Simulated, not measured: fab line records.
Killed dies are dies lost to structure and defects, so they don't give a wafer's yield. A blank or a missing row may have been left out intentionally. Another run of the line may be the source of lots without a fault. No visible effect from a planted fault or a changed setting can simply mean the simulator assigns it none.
A lot that was struck, set against a sound lot || flow n5 finfet || 15 out of 1938 route steps
Sound: these wafers, L392.1, L392.4, L392.5. Wafers L382.2, L382.3, L382.4 were the ones struck. Last of all comes the cause.
At each step with rows: each side's tool, then ch and its chambers, then its first start. Under that, the readings that differ: sound wafers || struck wafers || difference of the means || sigmas: that difference in standard deviations of wafers without a fault.
alike: readings with means less than 2 such deviations apart, plus words and numbers identical on both sides. not compared: withheld readings, readings lacking a value on some wafer, bounds such as >300 that could conceal the same value, and numbers that have no deviation in the record and whose values overlap.
A row with sigmas, a row that says differs or no value, or rows on one side alone: a step with any of these is where the two part. When numbers do not overlap yet have no deviation, they are printed without sigmas and do not part them. A reading that every wafer of one side lacks parts them only if that side has two wafers or more.

first, 2 steps without rows for these wafers: N5_BEOL_M1_ANNEAL_87 (time 240 s); N5_BEOL_M1_SPUTTER_88 (material Cu, target thk 4.5 nm, time 8.29 s).
N5_BEOL_M1_ANNEAL_89: time 240 s.
  sound on pvd sputter-02, day 12 06:56; struck on pvd sputter-02, day 9 19:13
  alike: heater power w
then, 1 step without rows for these wafers: N5_BEOL_M1_SPUTTER_90 (material Cu, target thk 4.5 nm, time 8.29 s).
N5_BEOL_M1_ANNEAL_91: time 240 s.
  sound on pvd sputter-02, day 12 07:09; struck on pvd sputter-02, day 9 19:26
  alike: heater power w
then, 2 steps without rows for these wafers: N5_BEOL_M1_SPUTTER_92 (material Cu, target thk 4.5 nm, time 8.29 s); N5_BEOL_M1_ANNEAL_93 (time 240 s).
N5_BEOL_M1_SPUTTER_94: material Cu, target thk 4.5 nm, time 8.29 s.
  sound on pvd sputter-02, day 12 07:31; struck on pvd sputter-02, day 9 19:48
  alike: throttle valve pct
N5_BEOL_M1_ANNEAL_95: time 240 s.
  sound on pvd sputter-02, day 12 07:35; struck on pvd sputter-02, day 9 19:53
  alike: heater power w
then, 2 steps without rows for these wafers: N5_BEOL_M1_SPUTTER_96 (material Cu, target thk 4.5 nm, time 8.29 s); N5_BEOL_M1_ECD_50 (material Cu, target thk 300 nm).
N5_BEOL_M1_ANNEAL_51: time 90 s.
  sound on rtp anneal-01 ch 0, day 12 07:55; struck on rtp anneal-01 ch 0, day 9 20:16
  alike: wafer_temp_C_max
N5_BEOL_M1_CMP_52: polishes, stops on SiOC, t overpolish 6.8 s, target thk 40 nm.
  sound on cmp-01 ch 0,2,3, day 12 08:13; struck on cmp-02 ch 1,2,3, day 9 20:33
{"reading": "barrier field endpoint s (s)", "sound": "25.3 24.5 24.9", "struck": "38.5 38.0 39.7", "difference": "+13.8", "sigmas": "+19"}
{"reading": "head pressure psi (psi)", "sound": "1.0009 0.9955 0.9988", "struck": "0.6376 0.6397 0.6383", "difference": -0.3599, "sigmas": "-99 or more"}
{"reading": "motor current A (A)", "sound": "6.7 5.6 6.4", "struck": "5.0 5.2 5.4", "difference": -1.0, "sigmas": -2}
{"reading": "overpolish run s (s)", "sound": "6.808 6.783 6.789", "struck": "2.704 3.210 1.446", "difference": -4.340, "sigmas": "-99 or more"}
  alike: edge zone pressure frac, time to endpoint s
N5_BEOL_M4_RC_MEAS_101:
  sound on prober-02 ch 0, day 14 10:52; struck on prober-02 ch 0, day 11 07:08
{"reading": "VT_P (mV)", "sound": "-251 -252 -253", "struck": "-245 -245 -246", "difference": "+7", "sigmas": "+2"}
  alike: DIBL_N, DIBL_P, IOFF_N, IOFF_P, ION_N, ION_P, SS_N, SS_P, VT_N
-- here the record skips 4 days between the struck wafers' starts before and after, leaving off in module BEOL_M4 and picking up in module PASSIVATION (first step shown: number 1936 of the route) --
N5_PASSIVATION_PROBE_49:
  sound on prober-02, day 18 15:34; struck on prober-01, day 15 16:55
{"reading": "defect limited yield (%)", "sound": "89.0 90.3 90.7", "struck": "93.2 93.3 92.5", "difference": "+3.0", "sigmas": "+2"}
{"reading": "killed_at_M0_to_M3", "sound": "40 40 50", "struck": "13 25 20", "difference": -24, "sigmas": -2}
{"reading": "killed dies", "sound": "130 115 110", "struck": "80 79 89", "difference": -36, "sigmas": -2}
{"reading": "killed short", "sound": "42 37 37", "struck": "16 19 26", "difference": -18, "sigmas": -3}
{"reading": "sort_bin_6_memory (%)", "sound": "4.1 4.0 4.0", "struck": "3.0 1.9 2.3", "difference": -1.6, "sigmas": -2}
{"reading": "sort n pass", "sound": "1050 1065 1070", "struck": "1100 1101 1091", "difference": "+36", "sigmas": "+2"}
{"reading": "sort yield pct (%)", "sound": "89.0 90.3 90.7", "struck": "93.2 93.3 92.5", "difference": "+3.0", "sigmas": "+2"}
  alike: killed_at_M4_up, killed at contacts, killed at front end, killed at other, killed open, sort_bin_5_function

## WHERE THEY PART
Earliest at N5_BEOL_M1_CMP_52; latest, in this record, at N5_PASSIVATION_PROBE_49.

WHY: whatever the simulator had introduced
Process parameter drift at N5_BEOL_M1_CMP_52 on cmp-02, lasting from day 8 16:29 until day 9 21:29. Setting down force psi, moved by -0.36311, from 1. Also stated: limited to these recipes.
